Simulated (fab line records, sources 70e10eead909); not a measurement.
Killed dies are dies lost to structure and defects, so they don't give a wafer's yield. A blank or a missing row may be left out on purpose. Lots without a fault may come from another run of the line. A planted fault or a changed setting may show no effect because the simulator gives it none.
Chamber matching | flow nand_harc | NHARC_A_CONTACT_DEP_29 on pecvd-01: 3 sister chambers
The step deposits SiON, target thk 100 nm. 6 wafers are shown with their chamber, then 9 later ones without.

WAFERS WITH THEIR CHAMBER
wafer  | chamber | heater_power_w (W)
L085.3 | 0       | 663
L085.6 | 0       | 694
L088.5 | 2       | 728
L087.2 | 1       | 613
L087.5 | 2       | 755
L087.6 | 1       | 641

WAFERS WITHOUT THEIR CHAMBER
wafer  | heater_power_w (W)
L091.2 | 763
L091.4 | 735
L091.5 | 768
L095.2 | 707
L095.4 | 677
L095.5 | 714
L097.2 | 720
L097.4 | 733
L097.6 | 664

WHICH CHAMBER EACH WENT THROUGH
wafer  | from the rows above     | in truth
L091.2 | 2                       | 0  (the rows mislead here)
L091.4 | 2                       | 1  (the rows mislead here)
L091.5 | 2                       | 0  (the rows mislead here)
L095.2 | can't be placed: 0 or 2 | 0
L095.4 | 0                       | 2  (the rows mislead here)
L095.5 | can't be placed: 2 or 0 | 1
L097.2 | can't be placed: 2 or 0 | 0
L097.4 | 2                       | 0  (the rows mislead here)
L097.6 | can't be placed: 0 or 1 | 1
Placed correctly: 0 of 9. Can't be placed from these rows: 4 (the true chamber is among the candidates in 3). Placed wrongly: 5.
How it was worked out, from the rows above alone: a wafer's distance from a chamber is the root of the sum, over the readings, of the square of ((its reading less the chamber's mean) divided by the reading's scatter). The wafer belongs to the nearest chamber; if the next one is less than 2 further off, it can't be placed. A chamber's mean is the mean of its shown wafers. The scatter: the root of (the sum of the squares of (reading less its chamber's mean) over the shown wafers, divided by (wafers less chambers)).
